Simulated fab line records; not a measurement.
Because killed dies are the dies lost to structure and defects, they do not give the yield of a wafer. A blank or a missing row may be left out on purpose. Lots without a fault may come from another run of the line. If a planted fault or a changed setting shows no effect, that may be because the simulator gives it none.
fab line records	flow n5_finfet	part 2 of 2: steps 17 to 23 of 23
record lots=5	wafers=15	last_day=17
route steps=1938 shown FIN_SAQP@119
lots that met no fault: taken from a fault-free run of the same line
start_h: hours from the record's opening day to when the first of the lot's shown wafers began	wait_h: hours elapsed since this lot's preceding step	" unchanged from the row above	L1.1+2: several wafers, shown together as one row	- no value present, or no start provided	* or withheld: withheld	< > ~ a bound
route shown NAME@n: NAME is a module with steps in the file, n the number in the route of the first one	usual: mean and standard deviation over wafers with no fault	same: alike in all rows	chamber/n: place in a boat	sites: the reading at each site	_std_site: standard deviation across them	_edge_site: inner sites' mean taken away from outer sites' mean	radius_mm: for every site, how far away it sits from the centre of the wafer	mask NAME#n: copy n	behind: tool/chamber where the wafer was last shaped	hold: cause of the lot's hold/its duration in hours/its outcome	device: transistor that didn't switch, given as n, p or np	end of line: the route-end tests of the same wafers	a step without rows: its recipe alone	killed: the dies lost at the first sort to structure and to defects; this is not the yield of the wafer	map: a wafer's dies, x killed, . not, _ none there
set.NAME: the setting as run; set.NAME@STEP: as run at that earlier step	model.NAME: the simulator's own value behind a step, which no gauge read
lots at selected steps of the route; one table per step, one row per wafer
services: from which hour (start_h, from the record's first day; less than 0 if before it) a tool's chamber was out of use, for how many hours, and why
## steps
# step N5_FIN_SAQP_ETCH_67
# recipe chemistry=CH3F/O2	target=SiNx	target_depth_a=300	mask_material=SOC	pressure_mtorr=30	source_w=395	bias_w=73	Ar_flow_sccm=150	CH3F_flow_sccm=30	O2_flow_sccm=20	ion_energy_ev=120
# usual drypump_motor_current_A=5.7/0.55	oes_product_au=0.83/0.09	rf_vpp_V=298/3.3	showerhead_plenum_p_Torr=2.01/0.087	throttle_valve_pct=16.33/0.21
lot.wafer	tool	chamber	start_h	wait_h	drypump_motor_current_A	oes_product_au	rf_hours_counter_h	rf_vpp_V	showerhead_plenum_p_Torr	throttle_valve_pct
L078.3	rie_diel-06	1	52.51	0.0	6.7	0.84	70	298	1.93	16.32
L078.5	"	3	"	"	5.2	0.92	-	304	2.12	16.17
L078.6	"	0	"	"	5.3	0.67	-	297	1.88	16.65
L086.2	rie_diel-02	2	100.16	0.0	5.7	0.84	48	293	2.12	16.14
L086.5	"	0	"	"	5.8	0.92	-	293	2.05	16.03
L086.6	"	3	"	"	4.8	0.87	-	297	1.94	16.33
L090.1	rie_diel-02	2	123.19	0.0	5.7	0.83	60	293	2.11	16.16
L090.2	"	1	"	"	5.6	0.87	41	295	2.02	15.98
L090.4	"	0	"	"	5.8	0.89	22	294	2.05	16.04
L093.1	rie_diel-06	1	141.06	0.0	6.6	0.80	95	299	1.93	16.35
L093.3	"	2	"	"	5.5	0.92	19	300	2.13	16.37
L093.5	"	1	"	"	6.6	0.80	-	299	1.93	16.34
L095.2	rie_diel-06	1	150.72	0.0	6.7	0.80	98	297	1.92	16.36
L095.3	"	2	"	"	5.4	0.91	24	298	2.13	16.38
L095.4	"	0	"	"	5.3	0.93	9	302	2.13	16.23
# step N5_FIN_SAQP_STRIP_70
# recipe chemistry=N2/H2	power_w=500	temp_c=40	pressure_mtorr=50	rf_frequency_hz=6e+07	overash_fraction=0.3	bias_power_w=28	h2_frac=0.5	n2_flow_sccm=300	h2_flow_sccm=300
# usual bias_power_w=28.01/0.08	drypump_motor_current_A=5.7/0.55	oes_product_au=0.83/0.091	rf_vpp_V=122.0/1.1	showerhead_plenum_p_Torr=3.38/0.14	throttle_valve_pct=18.76/0.29
lot.wafer	tool	chamber	start_h	wait_h	bias_power_w	drypump_motor_current_A	oes_product_au	rf_hours_counter_h	rf_vpp_V	showerhead_plenum_p_Torr	throttle_valve_pct
L078.3	rie_diel-06	1	52.55	0.0	28.05	6.7	0.84	71	120.5	3.27	19.06
L078.5	"	3	"	"	28.02	5.1	0.92	-	122.6	3.54	18.34
L078.6	"	0	"	"	27.89	5.3	0.66	-	120.6	3.18	18.96
L086.2	rie_diel-02	2	100.20	0.0	28.07	5.8	0.85	48	121.9	3.57	18.80
L086.5	"	0	"	"	27.86	5.8	0.91	-	122.3	3.46	18.55
L086.6	"	3	"	"	28.14	4.7	0.89	-	121.1	3.27	18.54
L090.1	rie_diel-02	2	123.23	0.0	28.05	5.8	0.83	60	123.0	3.56	18.83
L090.2	"	1	"	"	28.05	5.6	0.88	41	122.7	3.42	18.24
L090.4	"	0	"	"	27.95	5.8	0.89	22	121.5	3.45	18.56
L093.1	rie_diel-06	1	141.10	0.0	27.98	6.7	0.81	95	122.3	3.26	19.10
L093.3	"	2	"	"	27.95	5.4	0.92	19	123.2	3.57	18.81
L093.5	"	1	"	"	28.09	6.7	0.81	-	122.4	3.26	19.09
L095.2	rie_diel-06	1	150.76	0.0	27.99	6.6	0.81	98	121.0	3.26	19.11
L095.3	"	2	"	"	28.04	5.4	0.91	24	124.0	3.57	18.80
L095.4	"	0	"	"	28.17	5.3	0.92	9	120.8	3.58	18.59
# step N5_FIN_SAQP_RECESS_71
# recipe chemistry=HF/NH3	target=SiO2	target_depth_a=30	afs_cycles=1	temp_c=30	sublimation_temp_c=180	sublimation_time_s=60
# usual drypump_motor_current_A=5.7/0.4
lot.wafer	tool	chamber	start_h	wait_h	drypump_motor_current_A
L078.3	vapor_etch-01	0	52.65	0.1	5.6
L078.5	"	1	"	"	5.3
L078.6	"	0	"	"	5.6
L086.2	vapor_etch-01	1	100.26	0.0	5.3
L086.5	"	1	"	"	5.3
L086.6	"	0	"	"	5.6
L090.1	vapor_etch-01	1	123.29	0.0	5.3
L090.2	"	0	"	"	5.6
L090.4	"	0	"	"	5.6
L093.1	vapor_etch-02	1	141.16	0.0	6.3
L093.3	"	0	"	"	5.5
L093.5	"	1	"	"	6.3
L095.2	vapor_etch-01	1	151.04	0.3	5.3
L095.3	"	0	"	"	5.6
L095.4	"	1	"	"	5.3
# step N5_FIN_SAQP_SPACER2_ALD_28
# recipe material=SiO2	target_thk_a=81	temp_c=300	ald_precursor_family=BDEAS	ald_co_reactant=O2-plasma	pulse_time_s=1	purge_time_s=2	co_reactant_purge_time_s=2	pressure_torr=2
# usual heater_power_outer_w=257/27	heater_power_w=464/42	precursor_pulse_height_rel=1.003/0.019
lot.wafer	tool	chamber	start_h	wait_h	heater_power_outer_w	heater_power_w	precursor_pulse_height_rel
L078.3	ald_sin-02	0	52.75	0.1	258	441	1.025
L078.5	"	3	"	"	228	406	0.997
L078.6	"	2	"	"	267	473	1.028
L086.2	ald_sin-02	0	100.41	0.1	251	449	0.996
L086.5	"	3	"	"	230	408	0.981
L086.6	"	0	"	"	252	433	1.007
L090.1	ald_sin-03	3	123.87	0.5	247	463	1.017
L090.2	"	1	"	"	212	386	1.014
L090.4	"	0	"	"	299	505	0.982
L093.1	ald_sin-03	0	141.31	0.1	296	512	1.014
L093.3	"	3	"	"	246	476	0.990
L093.5	"	0	"	"	298	522	0.962
L095.2	ald_sin-01	1	151.18	0.1	240	468	1.019
L095.3	"	3	"	"	310	514	0.976
L095.4	"	0	"	"	250	461	1.018
# step N5_FIN_SAQP_SPACER2_ETCHBACK_29
# recipe chemistry=CHF3/O2	mode=anisotropic_etchback	target=SiO2	target_depth_a=122	time_s=6.1	pressure_mtorr=30	source_w=650	bias_w=170	Ar_flow_sccm=200	CHF3_flow_sccm=50	O2_flow_sccm=5	ion_energy_ev=200
# usual CHF3_flow_sccm=50.00/0.14	drypump_motor_current_A=5.7/0.52	oes_product_au=0.82/0.091	rf_vpp_V=523/5.4	showerhead_plenum_p_Torr=2.41/0.094	throttle_valve_pct=18.86/0.19
lot.wafer	tool	chamber	start_h	wait_h	CHF3_flow_sccm	drypump_motor_current_A	oes_product_au	rf_hours_counter_h	rf_vpp_V	showerhead_plenum_p_Torr	throttle_valve_pct
L078.3	rie_diel-02	3	53.08	0.2	49.86	4.7	0.92	21	525	2.35	18.87
L078.5	"	1	"	"	49.85	5.6	0.94	-	521	2.45	18.51
L078.6	"	2	"	"	49.90	5.7	0.89	-	515	2.55	18.64
L086.2	rie_diel-01	2	100.78	0.2	49.98	6.4	0.72	226	521	2.37	18.99
L086.5	"	2	"	"	50.07	6.4	0.72	-	519	2.37	19.00
L086.6	"	3	"	"	50.05	5.7	0.93	-	526	2.36	18.81
L090.1	rie_diel-02	1	124.38	0.4	50.10	5.6	0.88	42	522	2.44	18.56
L090.2	"	0	"	"	49.96	5.8	0.89	23	518	2.47	18.60
L090.4	"	2	"	"	49.78	5.8	0.83	61	516	2.54	18.70
L093.1	rie_diel-02	2	141.63	0.2	50.20	5.8	0.82	68	517	2.54	18.72
L093.3	"	0	"	"	49.91	5.9	0.88	30	519	2.46	18.59
L093.5	"	2	"	"	49.93	5.7	0.83	-	515	2.54	18.71
L095.2	rie_diel-01	0	151.52	0.2	49.80	6.1	0.73	215	516	2.30	19.14
L095.3	"	1	"	"	50.01	5.3	0.69	205	523	2.39	18.99
L095.4	"	3	"	"	50.07	5.7	0.86	27	524	2.35	18.84
# step N5_FIN_SAQP_MANDREL2_REMOVE_60
# recipe chemistry=HBr/Cl2/O2	bt_time_s=10	target=a-Si	stop_on=SiNx	endpoint=OES-SiCl	over_etch_frac=1	icp_w=600	bias_w=22	HBr_flow_sccm=150	Cl2_flow_sccm=80	O2_flow_sccm=5	pressure_mtorr=10
# usual drypump_motor_current_A=5.7/0.43	oes_product_au=0.995/0.02	throttle_valve_pct=36.7/0.31
lot.wafer	tool	chamber	start_h	wait_h	drypump_motor_current_A	oes_product_au	rf_hours_counter_h	throttle_valve_pct
L078.3	rie_si-04	2	53.16	0.1	5.0	1.011	7	36.5
L078.5	"	2	"	"	4.9	1.008	-	36.5
L078.6	"	3	"	"	6.3	1.010	-	36.3
L086.2	rie_si-04	0	100.87	0.1	5.9	1.018	30	36.6
L086.5	"	0	"	"	5.9	1.006	-	36.6
L086.6	"	3	"	"	6.3	1.008	-	36.4
L090.1	rie_si-03	2	124.46	0.1	6.2	0.971	187	37.0
L090.2	"	1	"	"	5.8	0.983	5	37.0
L090.4	"	0	"	"	5.7	1.008	100	36.4
L093.1	rie_si-04	2	141.72	0.1	4.9	1.016	9	36.5
L093.3	"	3	"	"	6.3	1.011	117	36.3
L093.5	"	3	"	"	6.3	1.008	-	36.3
L095.2	rie_si-04	3	151.61	0.1	6.3	1.009	117	36.4
L095.3	"	1	"	"	6.3	1.016	38	36.8
L095.4	"	2	"	"	4.9	1.013	9	36.5
# step N5_FIN_SAQP_CD_MEAS_31
# recipe target_cd_nm=8	landing_energy_ev=1000	detector=se_inlens	polarity=line
# usual cd_nm=8.13/0.19
lot.wafer	tool	chamber	start_h	wait_h	cd_nm
L078.3	cd_sem-03	0	53.28	0.1	8.17
L078.5	"	0	"	"	7.94
L078.6	"	0	"	"	8.34
L086.2	cd_sem-03	0	100.98	0.1	8.47
L086.5	"	0	"	"	8.12
L086.6	"	0	"	"	8.30
L090.1	cd_sem-03	0	124.57	0.1	8.00
L090.2	"	0	"	"	8.31
L090.4	"	0	"	"	8.06
L093.1	cd_sem-03	0	141.83	0.1	8.01
L093.3	"	0	"	"	8.29
L093.5	"	0	"	"	8.23
L095.2	cd_sem-03	0	151.72	0.1	8.10
L095.3	"	0	"	"	8.59
L095.4	"	0	"	"	8.36
## services
tool	chamber	start_h	hours	kind
rie_si-02	-	32.88	2.8	pm
ald_sin-03	1	33.57	8.5	repair
ald_sin-03	-	36.41	0.9	repair
ald_sin-02	0	38.50	9.1	repair
rie_diel-01	0	40.40	11.1	repair
rie_diel-02	0	54.64	-	clean
rie_diel-02	0	54.64	-	consumable_replace:focus_ring
rie_diel-02	0	54.64	18.1	scheduled_down
rie_diel-02	0	54.64	18.1	vent_cycle
rie_diel-01	3	59.68	14.2	repair
ald_sin-03	0	67.58	5.5	repair
rie_diel-01	-	68.27	2.8	pm
rie_diel-02	1	68.50	2.2	repair
rie_diel-06	0	68.51	6.8	repair
vapor_etch-01	-	70.15	14.6	pm
rie_diel-06	2	83.58	4.7	repair
ald_sin-01	-	85.40	14.0	pm
rie_diel-02	2	92.12	3.4	repair
rie_si-04	1	99.50	3.5	repair
rie_diel-06	-	104.51	28.1	pm
rie_si-02	-	109.96	0.3	repair
ald_sin-01	-	122.19	14.6	pm
ald_sin-02	2	142.13	17.0	repair
rie_diel-02	0	145.20	4.2	repair
